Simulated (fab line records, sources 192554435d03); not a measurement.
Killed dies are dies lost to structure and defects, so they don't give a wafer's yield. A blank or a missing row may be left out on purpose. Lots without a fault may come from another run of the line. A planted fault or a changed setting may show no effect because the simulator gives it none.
fab line records | flow n5_finfet
record lots=6 wafers=18 last_day=16
route steps=1938 shown BEOL_M2@861 BEOL_M4@1111 PASSIVATION@1936
lots that met no fault: from a run of the same line without faults
start_h: hours from the record's first day to the start of the lot's first wafer shown | wait_h: hours since the lot's step before | " the same as in the row above | L1.1+2: a row that stands for several wafers | - no value, or no start given | * or withheld: withheld | < > ~ a bound
route shown NAME@n: a module of which the file shows steps, and the number in the route of the first | usual: mean/standard deviation of fault-free wafers | same: alike in all rows | chamber/n: place in a boat | sites: the reading at each site | _std_site: their standard deviation | _edge_site: outer sites' mean less inner sites' | radius_mm: how far each site lies from the wafer's centre | mask NAME#n: copy n | behind: the tool/chamber that last shaped the wafer | hold: why the lot was held/for how many hours/how that ended | device: the transistor (n, p or np) that didn't switch | end of line: the same wafers' tests at the end of the route | a step without rows: its recipe alone | killed: dies lost to structure and defects at the first sort, not the wafer's yield | map: a wafer's dies, x killed, . not, _ none there
set.NAME: the setting as run; set.NAME@STEP: as run at that earlier step | model.NAME: the simulator's own value behind a step, which no gauge read
lots at some steps of the route; a table a step, a row a wafer
services: from which hour (start_h, from the record's first day; less than 0 if before it) a tool's chamber was out of use, for how many hours, and why
## steps
# step N5_BEOL_M2_STRIP_65
# recipe chemistry=N2/H2 temp_c=40 n2_flow_sccm=200 h2_flow_sccm=200 rf_frequency_hz=6e+07
# step N5_BEOL_M2_STRIP_75
# recipe chemistry=N2/H2 temp_c=40 n2_flow_sccm=200 h2_flow_sccm=200 rf_frequency_hz=6e+07
# step N5_BEOL_M2_STRIP_66
# recipe chemistry=CF4 resist=SiARC power_w=300 bias_power_w=75 pressure_mtorr=50 cf4_flow_sccm=150 rf_frequency_hz=6e+07
# usual drypump_motor_current_A=5.7/0.5 oes_product_au=0.80/0.071 rf_vpp_V=271.3/1.7 showerhead_plenum_p_Torr=1.80/0.062 throttle_valve_pct=13.57/0.2
# columns lot.wafer tool chamber start_h wait_h drypump_motor_current_A oes_product_au rf_hours_counter_h rf_vpp_V showerhead_plenum_p_Torr throttle_valve_pct
L767.1 rie_diel-01 1 150.79 0.0 5.3 0.70 204 270.2 1.80 13.83
L767.3 " 0 " " 6.1 0.72 215 269.4 1.72 13.90
L767.6 " 3 " " 5.7 0.87 - 270.6 1.75 13.47
L772.2 rie_diel-01 3 186.40 0.0 5.7 0.84 44 269.1 1.74 13.53
L772.3 " 0 " " 6.1 0.70 232 270.1 1.72 13.95
L772.5 " 3 " " 5.7 0.83 - 270.3 1.74 13.52
L776.2 rie_diel-01 3 205.37 0.0 5.7 0.83 51 269.3 1.74 13.52
L776.5 " 0 " " 6.1 0.70 - 269.0 1.72 13.96
L776.6 " 1 " " 5.3 0.68 - 270.0 1.79 13.88
L777.1 rie_diel-02 1 213.62 0.0 5.5 0.81 75 272.7 1.83 13.42
L777.2 " 3 " " 4.7 0.80 86 270.3 1.75 13.72
L777.5 " 1 " " 5.6 0.81 - 271.2 1.83 13.42
L778.1 rie_diel-02 3 218.85 0.0 4.7 0.81 88 270.6 1.75 13.69
L778.2 " 1 " " 5.6 0.81 77 270.6 1.83 13.42
L778.4 " 2 " " 5.8 0.78 95 273.6 1.87 13.38
L781.2 rie_diel-01 3 243.67 0.0 5.7 0.81 63 269.7 1.74 13.55
L781.3 " 2 " " 6.4 0.88 22 271.7 1.76 13.40
L781.6 " 3 " " 5.7 0.81 - 268.5 1.74 13.56
# step N5_BEOL_M2_HM_OPEN_17
# recipe chemistry=Cl2/BCl3 target_depth_a=200 overetch_a=60 target=TiN mask_material=SOC ion_energy_ev=150 pressure_mtorr=10 icp_w=1000 bias_w=126 Cl2_flow_sccm=53.25 bcl3_flow_sccm=21.75 Ar_flow_sccm=25
# usual bcl3_flow_sccm=21.75/0.063 drypump_motor_current_A=5.57/0.14 oes_product_au=0.58/0.079 throttle_valve_pct=22.30/0.18
# columns lot.wafer tool chamber start_h wait_h bcl3_flow_sccm drypump_motor_current_A oes_product_au rf_hours_counter_h throttle_valve_pct
L767.1 rie_metal-02 1 150.83 0.0 21.66 5.68 0.53 111 22.56
L767.3 " 1 " " 21.75 5.66 0.53 - 22.56
L767.6 " 0 " " 21.75 5.88 0.78 - 22.28
L772.2 rie_metal-03 0 186.44 0.0 21.78 5.50 0.53 115 22.49
L772.3 " 0 " " 21.74 5.50 0.53 - 22.51
L772.5 " 1 " " 21.79 5.60 0.52 - 22.30
L776.2 rie_metal-01 1 205.41 0.0 21.72 5.66 0.58 76 22.07
L776.5 " 0 " " 21.82 5.32 0.67 - 22.07
L776.6 " 1 " " 21.72 5.68 0.58 - 22.07
L777.1 rie_metal-03 0 213.66 0.0 21.67 5.50 0.53 117 22.50
L777.2 " 1 " " 21.78 5.59 0.52 120 22.29
L777.5 " 1 " " 21.77 5.59 0.52 - 22.30
L778.1 rie_metal-03 1 218.90 0.0 21.78 5.62 0.52 121 22.31
L778.2 " 0 " " 21.69 5.50 0.52 118 22.50
L778.4 " 1 " " 21.70 5.61 0.52 - 22.30
L781.2 rie_metal-03 0 243.71 0.0 21.78 5.55 0.52 120 22.48
L781.3 " 1 " " 21.70 5.60 0.53 - 22.28
L781.6 " 1 " " 21.72 5.62 0.53 - 22.27
# step N5_BEOL_M2_STRIP_19
# recipe chemistry=O2 power_w=400 temp_c=40 pressure_mtorr=30 rf_frequency_hz=6e+07 bias_power_w=0 overash_fraction=0.2 o2_flow_sccm=225
# usual drypump_motor_current_A=5.6/0.5 oes_product_au=0.81/0.066 rf_vpp_V=3.6/0.46 showerhead_plenum_p_Torr=2.10/0.085 throttle_valve_pct=16.63/0.18
# same overash_fraction=0.2
# columns lot.wafer tool chamber start_h wait_h drypump_motor_current_A oes_product_au rf_hours_counter_h rf_vpp_V showerhead_plenum_p_Torr throttle_valve_pct
L767.1 rie_diel-01 3 150.95 0.1 5.7 0.85 27 3.4 2.05 16.61
L767.3 " 1 " " 5.3 0.70 204 4.5 2.08 16.80
L767.6 " 1 " " 5.3 0.70 - 4.5 2.08 16.78
L772.2 rie_diel-02 1 186.55 0.1 5.6 0.83 66 3.4 2.13 16.44
L772.3 " 2 " " 5.8 0.81 85 3.5 2.23 16.65
L772.5 " 3 " " 4.7 0.83 - 3.3 2.03 16.75
L776.2 rie_diel-06 1 205.59 0.1 6.6 0.79 118 3.4 2.01 16.74
L776.5 " 1 " " 6.7 0.78 - 4.1 2.01 16.74
L776.6 " 0 " " 5.3 0.87 - 3.4 2.25 16.70
L777.1 rie_diel-02 0 213.77 0.1 5.8 0.83 55 3.9 2.12 16.30
L777.2 " 1 " " 5.6 0.81 75 3.6 2.13 16.44
L777.5 " 2 " " 5.7 0.79 - 2.9 2.23 16.66
L778.1 rie_diel-01 0 219.02 0.1 6.1 0.70 244 3.9 1.97 16.91
L778.2 " 2 " " 6.4 0.92 13 3.6 2.04 16.40
L778.4 " 3 " " 5.7 0.81 56 3.5 2.04 16.66
L781.2 rie_diel-02 0 244.00 0.3 5.8 0.81 67 3.0 2.11 16.32
L781.3 " 1 " " 5.6 0.80 86 3.9 2.12 16.47
L781.6 " 2 " " 5.8 0.78 - 4.4 2.23 16.69
# step N5_BEOL_M2_CD_MEAS_18
# recipe pitch_nm=36 target_cd_nm=18
# usual cd_nm=17.89/0.28
# columns lot.wafer tool chamber start_h wait_h cd_nm
L767.1 cd_sem-02 - 151.02 0.0 17.75
L767.3 " - " " 18.29
L767.6 " - " " 17.80
L772.2 cd_sem-02 - 186.62 0.1 17.85
L772.3 " - " " 17.90
L772.5 " - " " 18.04
L776.2 cd_sem-01 - 205.66 0.1 17.54
L776.5 " - " " 17.69
L776.6 " - " " 17.83
L777.1 cd_sem-03 - 213.84 0.0 17.56
L777.2 " - " " 17.89
L777.5 " - " " 18.28
L778.1 cd_sem-02 - 219.09 0.0 18.05
L778.2 " - " " 17.80
L778.4 " - " " 18.24
L781.2 cd_sem-01 - 244.07 0.1 17.77
L781.3 " - " " 17.91
L781.6 " - " " 17.92
# step N5_BEOL_M2_COAT_67
# recipe resist=SOC temp_c=250 time_s=60 spin_rpm=1500 resist_thk_nm=60
# step N5_BEOL_M2_COAT_68
# recipe resist=SiARC temp_c=220 time_s=60 spin_rpm=1500 resist_thk_nm=12
# step N5_BEOL_M2_COAT_76
# recipe resist=underlayer temp_c=205 time_s=60 spin_rpm=1500 resist_thk_nm=5
# step N5_BEOL_M2_COAT_22
# recipe resist=CAR-EUV spin_rpm=1500 resist_thk_nm=30
# step N5_BEOL_M2_EBR_24
# recipe solvent=PGMEA ebr_width_mm=1.5
# step N5_BEOL_M2_SOFTBAKE_23
# recipe temp_c=110 time_s=60 resist=CAR-EUV
# step N5_BEOL_M2_EXPOSE_25
# recipe mask_id=V1 na=0.33 source_shape=quasar sigma_inner=0.2 sigma_outer=0.8 polarization=unpolarized defocus_nm=5 dose_mj=63
# usual exposure_dose_mJ_cm2=62.90/0.07
# columns lot.wafer tool chamber start_h wait_h mask exposure_dose_mJ_cm2
L767.1 euv_scanner-02 0 151.31 - V1#0 62.87
L767.3 " 0 " " V1#0 62.86
L767.6 " 0 " " V1#0 62.88
L772.2 euv_scanner-01 0 186.80 - V1#0 62.86
L772.3 " 0 " " V1#0 62.95
L772.5 " 0 " " V1#0 62.96
L776.2 euv_scanner-02 0 205.96 - V1#0 62.92
L776.5 " 0 " " V1#0 62.86
L776.6 " 0 " " V1#0 62.83
L777.1 euv_scanner-01 0 214.14 - V1#0 69.17
L777.2 " 0 " " V1#0 69.23
L777.5 " 0 " " V1#0 69.10
L778.1 euv_scanner-01 0 219.26 - V1#0 69.33
L778.2 " 0 " " V1#0 69.19
L778.4 " 0 " " V1#0 69.29
L781.2 euv_scanner-02 0 244.25 - V1#0 62.79
L781.3 " 0 " " V1#0 62.83
L781.6 " 0 " " V1#0 62.83
# step N5_BEOL_M2_PEB_26
# recipe peb_temp_c=100 peb_time_s=60 resist=CAR-EUV
# step N5_BEOL_M2_DEVELOP_27
# recipe develop_time_s=30 developer=TMAH resist=CAR-EUV rinse_liquid=surfactant_rinse dry=air_spin dev_temp_c=23
# step N5_BEOL_M2_CD_MEAS_28
# recipe target_cd_nm=26.2 landing_energy_ev=500 detector=se_inlens target_cd_y_nm=24.1 polarity=opening
# usual cd_nm=26.17/0.25
# columns lot.wafer tool chamber start_h wait_h cd_nm
L767.1 cd_sem-02 0 151.46 - 26.19
L767.3 " 0 " " 26.16
L767.6 " 0 " " 26.16
L772.2 cd_sem-01 0 186.94 - 26.06
L772.3 " 0 " " 26.03
L772.5 " 0 " " 26.09
L776.2 cd_sem-02 0 206.10 - 26.34
L776.5 " 0 " " 26.26
L776.6 " 0 " " 26.28
L777.1 cd_sem-02 0 214.29 - 8.05
L777.2 " 0 " " 16.63
L777.5 " 0 " " 16.99
L778.1 cd_sem-01 0 219.41 - 18.64
L778.2 " 0 " " 18.89
L778.4 " 0 " " 14.95
L781.2 cd_sem-02 0 244.39 - 25.74
L781.3 " 0 " " 26.05
L781.6 " 0 " " 25.86
# step N5_BEOL_M2_OVL_MEAS_29
# recipe points_per_wafer=522
# usual V1_OVL=-0.3/0.67
# columns lot.wafer tool chamber start_h wait_h V1_OVL[nm]
L767.1 overlay-02 0 151.49 0.0 0.5
L767.3 " 0 " " 0.8
L767.6 " 0 " " -1.0
L772.2 overlay-01 0 186.98 0.0 -1.4
L772.3 " 0 " " -1.9
L772.5 " 0 " " -1.3
L776.2 overlay-02 0 206.14 0.0 -1.3
L776.5 " 0 " " -0.6
L776.6 " 0 " " -1.0
L777.1 overlay-01 0 214.32 0.0 -0.4
L777.2 " 0 " " -0.5
L777.5 " 0 " " -0.9
L778.1 overlay-01 0 219.44 0.0 -0.6
L778.2 " 0 " " -0.2
L778.4 " 0 " " -1.0
L781.2 overlay-02 0 244.42 0.0 0.4
L781.3 " 0 " " -0.1
L781.6 " 0 " " 0.6
# step N5_BEOL_M4_RC_MEAS_101
# usual DIBL_N=36.1/1.5 DIBL_P=36.1/1.9 IOFF_N=0.159/0.029 IOFF_P=0.21/0.038 ION_N=675/11 ION_P=464/8.1 SS_N=71.5/0.57 SS_P=73.3/0.64 VT_N=249/3.1 VT_P=-250/3.8
# columns lot.wafer tool chamber start_h wait_h DIBL_N[mV/V] DIBL_P[mV/V] IOFF_N[nA/um] IOFF_P[nA/um] ION_N[uA/um] ION_P[uA/um] SS_N[mV/dec] SS_P[mV/dec] VT_N[mV] VT_P[mV]
L767.1 prober-01 0 177.38 0.0 39.6 37.8 0.197 0.25 674 466 72.4 73.6 247 -246
L767.3 " 0 " " 38.7 38.8 0.193 0.27 679 469 71.7 73.3 247 -245
L767.6 " 0 " " 35.5 33.8 0.126 0.18 653 450 71.8 72.7 254 -250
L772.2 prober-02 0 219.24 0.2 35.0 34.7 0.118 0.18 663 461 71.4 72.0 255 -255
L772.3 " 0 " " 35.2 35.0 0.128 0.19 659 454 71.9 72.3 252 -250
L772.5 " 0 " " 34.5 34.3 0.118 0.18 666 462 71.0 72.7 254 -254
L776.2 prober-01 0 245.64 0.2 36.0 35.0 0.134 0.17 667 457 71.6 72.7 253 -252
L776.5 " 0 " " 32.2 31.4 0.091 0.13 653 449 69.2 71.7 256 -255
L776.6 " 0 " " 34.5 33.7 0.123 0.16 668 450 70.8 72.7 253 -254
L781.2 prober-01 0 269.68 0.2 38.5 38.9 0.187 0.21 665 456 72.4 73.6 249 -254
L781.3 " 0 " " 36.2 37.3 0.151 0.18 662 446 71.6 72.8 254 -256
L781.6 " 0 " " 37.5 38.5 0.180 0.20 678 460 72.7 73.3 248 -253
# step N5_PASSIVATION_PROBE_49
# usual defect_limited_yield=91.5/1.6 killed_at_M0_to_M3=33/10 killed_at_M4_up=13/5.6 killed_at_contacts=13/6 killed_at_front_end=39/12 killed_at_other=3.0/2.8 killed_dies=101/19 killed_on_rim=13/4 killed_open=65/13 killed_short=32/8.3 sort_bin_5_function=5.0/1 sort_bin_6_memory=3.1/0.69 sort_n_pass=1079/19 sort_yield_pct=91.5/1.6
# same gross_dies=1180 killed_at_back_side=0 sort_bin_4_leakage[%]=0 sort_bin_8_speed[%]=0
# columns lot.wafer tool chamber start_h wait_h defect_limited_yield[%] killed_at_M0_to_M3 killed_at_M4_up killed_at_contacts killed_at_front_end killed_at_other killed_dies killed_on_rim killed_open killed_short sort_bin_5_function[%] sort_bin_6_memory[%] sort_n_pass sort_yield_pct[%]
L767.1 prober-01 - 270.45 0.1 93.6 30 8 8 26 3 75 9 50 23 3.9 2.3 1105 93.6
L767.3 prober-01 - 270.55 0.2 90.2 49 8 15 41 3 116 16 82 31 6.3 2.9 1064 90.2
L767.6 prober-01 - 270.70 0.4 95.0 23 5 4 19 8 59 8 47 9 3.2 1.8 1121 95.0
L776.2 prober-01 - 346.87 0.1 93.1 40 5 8 28 0 81 12 53 25 4.1 2.6 1099 93.1
L776.5 prober-01 - 347.02 0.2 92.8 21 7 8 49 0 85 15 53 31 4.0 3.0 1095 92.8
L776.6 prober-01 - 347.07 0.3 91.8 28 15 11 43 0 97 11 66 29 4.7 3.3 1083 91.8
L777.1 prober-02 - 353.76 0.0 0 1089 17 12 61 1 1180 152 69 43 26.9 3.7 0 0
L777.2 prober-02 - 353.81 0.1 0 1127 5 10 37 1 1180 152 57 32 11.3 2.7 0 0
L777.5 prober-02 - 353.96 0.2 0 1115 7 7 44 7 1180 152 58 27 15.4 3.3 0 0
L778.1 prober-01 - 355.45 0.0 0 1124 4 17 34 1 1180 152 64 23 4.9 3.0 0 0
L778.2 prober-01 - 355.50 0.1 0 1110 10 15 42 3 1180 152 56 29 6.1 2.6 0 0
L778.4 prober-01 - 355.60 0.2 0 1123 15 22 17 3 1180 152 59 27 27.8 2.3 0 0
# killed by level:class
L767.1 BEOL_M2:geometric_particle:open=9 DUMMY_GATE:geometric_particle:open=7 MOL_CONTACT_COAG:geometric_particle:open=7 BEOL_M1:geometric_particle:open=5 FIN_SAQP:geometric_particle:open=4 BEOL_M0_SAQP:geometric_particle:open=4 FIN_SAQP:geometric_particle:short=3 STI_FIN_REVEAL:geometric_particle:open=3
L767.3 FIN_SAQP:geometric_particle:open=15 BEOL_M1:geometric_particle:open=13 MOL_CONTACT_COAG:geometric_particle:open=12 BEOL_M0_SAQP:geometric_particle:open=9 BEOL_M2:geometric_particle:open=9 DUMMY_GATE:geometric_particle:open=5 BEOL_M1:geometric_particle:short=4 BEOL_M3:geometric_particle:open=4
L767.6 BEOL_M3:geometric_particle:open=8 BEOL_M1:geometric_particle:open=5 STI_FIN_REVEAL:geometric_particle:open=4 DUMMY_GATE:geometric_particle:open=4 FIN_SAQP:geometric_particle:short=3 FIN_SAQP:geometric_particle:open=3 MOL_CONTACT_COAG:geometric_particle:open=3 BEOL_M0_SAQP:geometric_particle:short=3
L776.2 BEOL_M0_SAQP:geometric_particle:open=10 FIN_SAQP:geometric_particle:open=9 BEOL_M0_SAQP:geometric_particle:short=8 MOL_CONTACT_COAG:geometric_particle:open=7 BEOL_M1:geometric_particle:short=5 BEOL_M2:geometric_particle:open=5 BEOL_M1:geometric_particle:open=4 FIN_SAQP:geometric_particle:short=3
L776.5 FIN_SAQP:geometric_particle:short=12 FIN_SAQP:geometric_particle:open=11 MOL_CONTACT_COAG:geometric_particle:open=8 BEOL_M0_SAQP:geometric_particle:short=6 GATE_CUT:geometric_particle:open=6 BEOL_M1:geometric_particle:open=5 BEOL_M3:geometric_particle:open=5 DUMMY_GATE:geometric_particle:open=4
L776.6 FIN_SAQP:geometric_particle:open=16 MOL_CONTACT_COAG:geometric_particle:open=11 FIN_SAQP:geometric_particle:short=10 STI_FIN_REVEAL:geometric_particle:open=6 BEOL_M0_SAQP:geometric_particle:open=5 BEOL_M0_SAQP:geometric_particle:short=5 BEOL_M1:geometric_particle:open=5 BEOL_M2:geometric_particle:open=5
L777.1 BEOL_M2:area_expose=1064 FIN_SAQP:geometric_particle:short=15 FIN_SAQP:geometric_particle:open=9 BEOL_M4:geometric_particle:open=9 MOL_CONTACT_COAG:geometric_particle:open=8 DUMMY_GATE:geometric_particle:open=7 GATE_CUT:geometric_particle:short=7 BEOL_M2:geometric_particle:open=6
L777.2 BEOL_M2:area_expose=1090 BEOL_M2:geometric_particle:open=11 FIN_SAQP:geometric_particle:open=10 GATE_CUT:geometric_particle:short=7 MOL_CONTACT_COAG:geometric_particle:open=7 BEOL_M3:geometric_particle:open=7 FIN_SAQP:geometric_particle:short=6 BEOL_M1:geometric_particle:open=6
L777.5 BEOL_M2:area_expose=1095 FIN_SAQP:geometric_particle:open=12 FIN_SAQP:geometric_particle:short=11 BEOL_M2:geometric_particle:open=9 GATE_CUT:geometric_particle:short=7 GATE_CUT:geometric_particle:open=7 BEOL_M4:geometric_particle:open=6 MOL_CONTACT_COAG:geometric_particle:open=5
L778.1 BEOL_M2:area_expose=1093 MOL_CONTACT_COAG:geometric_particle:open=14 FIN_SAQP:geometric_particle:open=10 FIN_SAQP:geometric_particle:short=8 BEOL_M1:geometric_particle:open=8 BEOL_M3:geometric_particle:open=7 BEOL_M0_SAQP:geometric_particle:open=6 BEOL_M2:geometric_particle:open=5
L778.2 BEOL_M2:area_expose=1095 MOL_CONTACT_COAG:geometric_particle:open=11 FIN_SAQP:geometric_particle:open=10 GATE_CUT:geometric_particle:short=6 FIN_SAQP:geometric_particle:short=5 BEOL_M4:geometric_particle:open=5 GATE_CUT:geometric_particle:open=4 MOL_CONTACT_COAG:geometric_particle:short=4
L778.4 BEOL_M2:area_expose=1093 MOL_CONTACT_COAG:geometric_particle:open=17 BEOL_M3:geometric_particle:open=10 BEOL_M0_SAQP:geometric_particle:open=5 BEOL_M4:geometric_particle:open=5 MOL_CONTACT_COAG:geometric_particle:short=4 DUMMY_GATE:geometric_particle:open=3 BEOL_M0_SAQP:geometric_particle:short=3
# map L777.1 (x killed, . not)
_________________xxxxxxxxxxxx________________
______________xxxxxxxxxxxxxxxxxx_____________
___________xxxxxxxxxxxxxxxxxxxxxxxx__________
__________xxxxxxxxxxxxxxxxxxxxxxxxxx_________
________xxxxxxxxxxxxxxxxxxxxxxxxxxxxxx_______
_______xxxxxxxxxxxxxxxxxxxxxxxxxxxxxxxx______
______xxxxxxxxxxxxxxxxxxxxxxxxxxxxxxxxxx_____
_____xxxxxxxxxxxxxxxxxxxxxxxxxxxxxxxxxxxx____
____xxxxxxxxxxxxxxxxxxxxxxxxxxxxxxxxxxxxxx___
___xxxxxxxxxxxxxxxxxxxxxxxxxxxxxxxxxxxxxxxx__
___xxxxxxxxxxxxxxxxxxxxxxxxxxxxxxxxxxxxxxxx__
__xxxxxxxxxxxxxxxxxxxxxxxxxxxxxxxxxxxxxxxxxx_
__xxxxxxxxxxxxxxxxxxxxxxxxxxxxxxxxxxxxxxxxxx_
_xxxxxxxxxxxxxxxxxxxxxxxxxxxxxxxxxxxxxxxxxxxx
_xxxxxxxxxxxxxxxxxxxxxxxxxxxxxxxxxxxxxxxxxxxx
_xxxxxxxxxxxxxxxxxxxxxxxxxxxxxxxxxxxxxxxxxxxx
_xxxxxxxxxxxxxxxxxxxxxxxxxxxxxxxxxxxxxxxxxxxx
_xxxxxxxxxxxxxxxxxxxxxxxxxxxxxxxxxxxxxxxxxxxx
_xxxxxxxxxxxxxxxxxxxxxxxxxxxxxxxxxxxxxxxxxxxx
_xxxxxxxxxxxxxxxxxxxxxxxxxxxxxxxxxxxxxxxxxxxx
_xxxxxxxxxxxxxxxxxxxxxxxxxxxxxxxxxxxxxxxxxxxx
__xxxxxxxxxxxxxxxxxxxxxxxxxxxxxxxxxxxxxxxxxx_
__xxxxxxxxxxxxxxxxxxxxxxxxxxxxxxxxxxxxxxxxxx_
___xxxxxxxxxxxxxxxxxxxxxxxxxxxxxxxxxxxxxxxx__
___xxxxxxxxxxxxxxxxxxxxxxxxxxxxxxxxxxxxxxxx__
____xxxxxxxxxxxxxxxxxxxxxxxxxxxxxxxxxxxxxx___
_____xxxxxxxxxxxxxxxxxxxxxxxxxxxxxxxxxxxx____
______xxxxxxxxxxxxxxxxxxxxxxxxxxxxxxxxxx_____
_______xxxxxxxxxxxxxxxxxxxxxxxxxxxxxxxx______
________xxxxxxxxxxxxxxxxxxxxxxxxxxxxxx_______
__________xxxxxxxxxxxxxxxxxxxxxxxxxx_________
___________xxxxxxxxxxxxxxxxxxxxxxxx__________
______________xxxxxxxxxxxxxxxxxx_____________
_________________xxxxxxxxxxxx________________
# map L778.1 (x killed, . not)
_________________xxxxxxxxxxxx________________
______________xxxxxxxxxxxxxxxxxx_____________
___________xxxxxxxxxxxxxxxxxxxxxxxx__________
__________xxxxxxxxxxxxxxxxxxxxxxxxxx_________
________xxxxxxxxxxxxxxxxxxxxxxxxxxxxxx_______
_______xxxxxxxxxxxxxxxxxxxxxxxxxxxxxxxx______
______xxxxxxxxxxxxxxxxxxxxxxxxxxxxxxxxxx_____
_____xxxxxxxxxxxxxxxxxxxxxxxxxxxxxxxxxxxx____
____xxxxxxxxxxxxxxxxxxxxxxxxxxxxxxxxxxxxxx___
___xxxxxxxxxxxxxxxxxxxxxxxxxxxxxxxxxxxxxxxx__
___xxxxxxxxxxxxxxxxxxxxxxxxxxxxxxxxxxxxxxxx__
__xxxxxxxxxxxxxxxxxxxxxxxxxxxxxxxxxxxxxxxxxx_
__xxxxxxxxxxxxxxxxxxxxxxxxxxxxxxxxxxxxxxxxxx_
_xxxxxxxxxxxxxxxxxxxxxxxxxxxxxxxxxxxxxxxxxxxx
_xxxxxxxxxxxxxxxxxxxxxxxxxxxxxxxxxxxxxxxxxxxx
_xxxxxxxxxxxxxxxxxxxxxxxxxxxxxxxxxxxxxxxxxxxx
_xxxxxxxxxxxxxxxxxxxxxxxxxxxxxxxxxxxxxxxxxxxx
_xxxxxxxxxxxxxxxxxxxxxxxxxxxxxxxxxxxxxxxxxxxx
_xxxxxxxxxxxxxxxxxxxxxxxxxxxxxxxxxxxxxxxxxxxx
_xxxxxxxxxxxxxxxxxxxxxxxxxxxxxxxxxxxxxxxxxxxx
_xxxxxxxxxxxxxxxxxxxxxxxxxxxxxxxxxxxxxxxxxxxx
__xxxxxxxxxxxxxxxxxxxxxxxxxxxxxxxxxxxxxxxxxx_
__xxxxxxxxxxxxxxxxxxxxxxxxxxxxxxxxxxxxxxxxxx_
___xxxxxxxxxxxxxxxxxxxxxxxxxxxxxxxxxxxxxxxx__
___xxxxxxxxxxxxxxxxxxxxxxxxxxxxxxxxxxxxxxxx__
____xxxxxxxxxxxxxxxxxxxxxxxxxxxxxxxxxxxxxx___
_____xxxxxxxxxxxxxxxxxxxxxxxxxxxxxxxxxxxx____
______xxxxxxxxxxxxxxxxxxxxxxxxxxxxxxxxxx_____
_______xxxxxxxxxxxxxxxxxxxxxxxxxxxxxxxx______
________xxxxxxxxxxxxxxxxxxxxxxxxxxxxxx_______
__________xxxxxxxxxxxxxxxxxxxxxxxxxx_________
___________xxxxxxxxxxxxxxxxxxxxxxxx__________
______________xxxxxxxxxxxxxxxxxx_____________
_________________xxxxxxxxxxxx________________
## services
# columns tool chamber start_h hours kind
euv_scanner-01 - 144.57 1.2 repair
rie_diel-02 0 145.20 4.2 repair
euv_scanner-01 - 153.09 1.0 pm
rie_diel-01 2 155.86 - clean
rie_diel-01 2 155.86 - consumable_replace:focus_ring
rie_diel-01 2 155.86 24.8 scheduled_down
rie_diel-01 2 155.86 24.8 vent_cycle
rie_metal-03 0 161.49 16.5 repair
euv_scanner-02 - 181.43 1.0 pm
euv_scanner-02 - 185.99 1.1 repair
euv_scanner-01 0 195.21 - calibration
euv_scanner-01 - 209.24 1.0 pm
rie_diel-06 3 219.51 1.4 repair
euv_scanner-01 - 225.28 4.6 pm
euv_scanner-01 - 231.23 1.8 repair
euv_scanner-01 - 233.45 2.0 repair
euv_scanner-02 - 236.51 0.1 repair
euv_scanner-02 - 237.58 1.0 pm
rie_diel-01 0 239.19 - clean
rie_diel-01 0 239.19 - consumable_replace:focus_ring
rie_diel-01 0 239.19 - consumable_replace:showerhead
rie_diel-01 0 239.19 32.1 scheduled_down
rie_diel-01 0 239.19 32.1 vent_cycle
## key
first_sign step=N5_BEOL_M2_EXPOSE_25 reading=exposure_dose_mJ_cm2 direction=up sigmas=90 usual=62.90 struck=69.22
effect step=N5_BEOL_M2_CD_MEAS_28 reading=cd_nm direction=down sigmas=42 usual=26.17 struck=15.69 through=control_loop
effect step=N5_PASSIVATION_PROBE_49 reading=killed_at_M0_to_M3 direction=up sigmas=99+ usual=33 struck=1115
more_kills_born_at N5_BEOL_M2_EXPOSE_25@euv_scanner-01=6528
met_at N5_BEOL_M2_EXPOSE_25
struck_wafers L777.1,L777.2,L777.5,L778.1,L778.2,L778.4
later_rows_left_out L777.1,L777.2,L777.5,L778.1,L778.2,L778.4
loop_trim step=N5_BEOL_M2_EXPOSE_25 setting=dose lots=L777,L778
onset_between 186.80 214.14
fault kind=process_parameter_drift tool=euv_scanner-01 chamber=- onset_h=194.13 steps=N5_BEOL_M2_EXPOSE_25 channel=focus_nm offset=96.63 spread_by_wafer=0.3 shape=step end_h=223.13
# later_rows_left_out: the simulator's readings of these wafers behind a module that went badly wrong aren't trusted and aren't shown, but for the sort
# loop_trim: a control loop set the setting to another value than it would have without faults
